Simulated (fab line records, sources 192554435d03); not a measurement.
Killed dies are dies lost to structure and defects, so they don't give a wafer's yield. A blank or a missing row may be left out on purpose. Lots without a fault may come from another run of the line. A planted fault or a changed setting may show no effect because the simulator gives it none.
Chamber matching | flow n5_finfet | N5_BEOL_M13_VIA_ETCH_16 on rie_diel-01: 4 sister chambers
The step etches SiOC in C4F8/O2/Ar, target depth 921.7 nm. 4 wafers are shown with their chamber, then 9 later ones without.

WAFERS WITH THEIR CHAMBER
wafer  | chamber | drypump_motor_current_A (A)
L089.6 | 2       | 5.4
L090.1 | 1       | 5.6
L090.2 | 0       | 5.9
L090.4 | 3       | 6.3

WAFERS WITHOUT THEIR CHAMBER
wafer  | drypump_motor_current_A (A)
L094.2 | 6.3
L094.5 | 5.6
L094.6 | 5.9
L096.1 | 6.3
L096.2 | 5.4
L096.6 | 5.6
L097.1 | 5.4
L097.3 | 6.2
L097.5 | 5.5

WHICH CHAMBER EACH WENT THROUGH
wafer  | from the rows above     | in truth
L094.2 | 3                       | 3
L094.5 | 1                       | 1
L094.6 | 0                       | 0
L096.1 | 3                       | 3
L096.2 | 2                       | 2
L096.6 | 1                       | 1
L097.1 | 2                       | 2
L097.3 | 3                       | 3
L097.5 | can't be placed: 1 or 2 | 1
Placed correctly: 8 of 9. Can't be placed from these rows: 1 (the true chamber is among the candidates in 1). Placed wrongly: 0.
How it was worked out, from the rows above alone: a wafer's distance from a chamber is the root of the sum, over the readings, of the square of ((its reading less the chamber's mean) divided by the reading's scatter). The wafer belongs to the nearest chamber; if the next one is less than 2 further off, it can't be placed. A chamber's mean is the mean of its shown wafers. The scatter: with one shown wafer a chamber, the root of the mean of the squares of how far each hidden wafer lies from its nearest shown one.
